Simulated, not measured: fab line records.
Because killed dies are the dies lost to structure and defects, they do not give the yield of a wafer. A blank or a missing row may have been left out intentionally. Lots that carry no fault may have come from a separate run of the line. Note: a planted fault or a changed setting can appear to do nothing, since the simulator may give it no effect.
Split-lot study | flow n5Finfet | 7 lots, 21 wafers read, on a route of 1938 steps

ON THE SPLIT
At N5_BEOL_M5_COAT_22 (resist thk 30 nm), the setting spinRpm was moved away from the recipe's 1500 rpm on 7 of the 21 wafers read, by +3.4% to +8.8%. The other wafers ran this setting at the recipe's value.

FROM THE SPLIT TO THE READING: what the file shows between them, 4 steps
- N5_BEOL_M5_EBR_24
- N5_BEOL_M5_SOFTBAKE_23: time 60 s
- N5_BEOL_M5_EXPOSE_25: exposes mask V4, defocus 10 nm
- N5_BEOL_M5_PEB_26: peb time 60 s

THE READING
CAR-EUV_of_BEOL_M5_COAT_22.thkNm (the simulator's own value, which no gauge read), in nm, at N5_BEOL_M5_DEVELOP_27 (develop time 30 s). The file does not state a usual value for it. Here, 14 wafers ran the recipe; their average is 29.5 nm with a standard deviation of 0.1 nm.

wafer  | tool, chamber at the split | spinRpm as run, rpm | against the recipe | CAR-EUV_of_BEOL_M5_COAT_22.thkNm, nm | against lot-mates on the recipe
L075.3 | lithoTrack-01, 0           | 1500                | recipe             | 29.4                                 | -
L075.5 | lithoTrack-01, 0           | 1500                | recipe             | 29.4                                 | -
L075.6 | lithoTrack-01, 0           | 1500                | recipe             | 29.6                                 | -
L074.1 | lithoTrack-05, 0           | 1500                | recipe             | 29.4                                 | -
L074.3 | lithoTrack-05, 0           | 1500                | recipe             | 29.4                                 | -
L074.5 | lithoTrack-05, 0           | 1500                | recipe             | 29.6                                 | -
L076.2 | lithoTrack-01, 0           | 1551                | +3.4%              | 29                                   | -0.6
L076.6 | lithoTrack-01, 0           | 1551                | +3.4%              | 29                                   | -0.6
L076.4 | lithoTrack-01, 0           | 1500                | recipe             | 29.6                                 | -
L077.1 | lithoTrack-01, 0           | 1632                | +8.8%              | 28.4                                 | -1.1
L077.2 | lithoTrack-01, 0           | 1500                | recipe             | 29.4                                 | -
L077.5 | lithoTrack-01, 0           | 1500                | recipe             | 29.6                                 | -
L084.3 | lithoTrack-05, 0           | 1500                | recipe             | 29.6                                 | -
L084.4 | lithoTrack-05, 0           | 1500                | recipe             | 29.6                                 | -
L084.5 | lithoTrack-05, 0           | 1583                | +5.5%              | 28.6                                 | -1.0
L086.1 | lithoTrack-05, 0           | 1500                | recipe             | 29.4                                 | -
L086.3 | lithoTrack-05, 0           | 1611                | +7.4%              | 28.4                                 | -1.0
L086.5 | lithoTrack-05, 0           | 1611                | +7.4%              | 28.4                                 | -1.0
L096.4 | lithoTrack-05, 0           | 1500                | recipe             | 29.4                                 | -
L096.5 | lithoTrack-05, 0           | 1553                | +3.5%              | 29                                   | -0.5
L096.6 | lithoTrack-05, 0           | 1500                | recipe             | 29.6                                 | -

FIT RESULTS
A straight line over all 21 wafers: CAR-EUV_of_BEOL_M5_COAT_22.thkNm changes by -0.142 nm for each +1% of spinRpm; r = -0.98; the points scatter about the line by 0.097 nm.
The same after taking each lot's own level away (the mean of its wafers on the recipe; 21 wafers): -0.139 nm for each +1%; r = -0.97; scatter 0.1 nm.
According to that fit, moving spinRpm by its largest amount changes the reading by 1.2 nm.
Across the lots, their own levels run from 29.40 to 29.60 nm, a range of 2.0 times the standard deviation given above.
The two slopes agree, so the slope changes little with the lot-to-lot level.
Check: -1.31 nm against its lot-mates is what the line predicts for one of the wafers moved furthest among these (+8.8%) when that wafer is left out of the fit. It came out at -1.1 nm against them.

OTHER SPLITS APPLIED TO THESE WAFERS
Other splits were also applied to these wafers ahead of the reading. Each is held against what the fit with the lots' levels taken away leaves over:
other split on the same wafers | wafers away from the commonest value | r with CAR-EUV_of_BEOL_M5_COAT_22.thkNm (lot level and that fit taken away)
N5_BEOL_M3_COAT_22 spinRpm     | 6                                    | +0.08
N5_BEOL_M4_COAT_67 spinRpm     | 4                                    | -0.18
N5_BEOL_M4_EXPOSE_25 doseMj    | 7                                    | +0.02
N5_BEOL_M5_COAT_66 spinRpm     | 5                                    | -0.07

THE WHOLE CHAIN: every reading that the file lists as answering this split, in the file's order
step                  | what it does                                         | reading                                                                           | change (the file's fit)                                                               | r (the file's)
N5_BEOL_M5_COAT_22    | resist thk 30 nm                                     | CAR-EUV_of_BEOL_M5_COAT_22.thkNm (the simulator's own value, which no gauge read) | -0.146 nm for each +1% of the setting                                                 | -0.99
N5_BEOL_M5_DEVELOP_27 | develop time 30 s                                    | CAR-EUV_of_BEOL_M5_COAT_22.thkNm (the simulator's own value, which no gauge read) | -0.141 nm for each +1% of the setting                                                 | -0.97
N5_BEOL_M5_ETCH_67    | etches SiARC in CF4, target depth 15.6 nm, time 26 s | CAR-EUV_of_BEOL_M5_COAT_22.thkNm (the simulator's own value, which no gauge read) | -0.137 nm for each +1% of the setting, in a fit together with spinRpm@BEOL_M5_COAT_66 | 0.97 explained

FILE'S OWN FIT
CAR-EUV_of_BEOL_M5_COAT_22.thkNm changes by -0.141 nm for each +1% of spinRpm, r = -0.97.
